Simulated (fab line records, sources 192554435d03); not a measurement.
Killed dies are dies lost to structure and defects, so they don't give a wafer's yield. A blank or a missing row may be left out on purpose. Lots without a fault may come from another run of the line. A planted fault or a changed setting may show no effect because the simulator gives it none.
Chamber matching | flow n5_finfet | N5_MOL_CONTACT_COAG_DESCUM_45 on rie_diel-06: 4 sister chambers
The step chemistry O2, time 7 s. 4 wafers are shown with their chamber, then 11 later ones without.

WAFERS WITH THEIR CHAMBER
wafer  | chamber | drypump_motor_current_A (A)
L089.6 | 0       | 6.3
L092.2 | 1       | 4.8
L092.5 | 3       | 5.8
L093.2 | 2       | 5.1

WAFERS WITHOUT THEIR CHAMBER
wafer  | drypump_motor_current_A (A)
L093.4 | 5.1
L093.5 | 5.9
L094.1 | 4.8
L094.4 | 5.1
L094.6 | 4.8
L095.1 | 5.1
L095.3 | 4.8
L095.4 | 4.8
L097.2 | 5.1
L097.5 | 4.8
L097.6 | 6.2

WHICH CHAMBER EACH WENT THROUGH
wafer  | from the rows above | in truth
L093.4 | 2                   | 2
L093.5 | 3                   | 3
L094.1 | 1                   | 1
L094.4 | 2                   | 2
L094.6 | 1                   | 1
L095.1 | 2                   | 2
L095.3 | 1                   | 1
L095.4 | 1                   | 1
L097.2 | 2                   | 2
L097.5 | 1                   | 1
L097.6 | 0                   | 0
Placed correctly: 11 of 11. Can't be placed from these rows: 0. Placed wrongly: 0.
How it was worked out, from the rows above alone: a wafer's distance from a chamber is the root of the sum, over the readings, of the square of ((its reading less the chamber's mean) divided by the reading's scatter). The wafer belongs to the nearest chamber; if the next one is less than 2 further off, it can't be placed. A chamber's mean is the mean of its shown wafers. The scatter: with one shown wafer a chamber, the root of the mean of the squares of how far each hidden wafer lies from its nearest shown one.
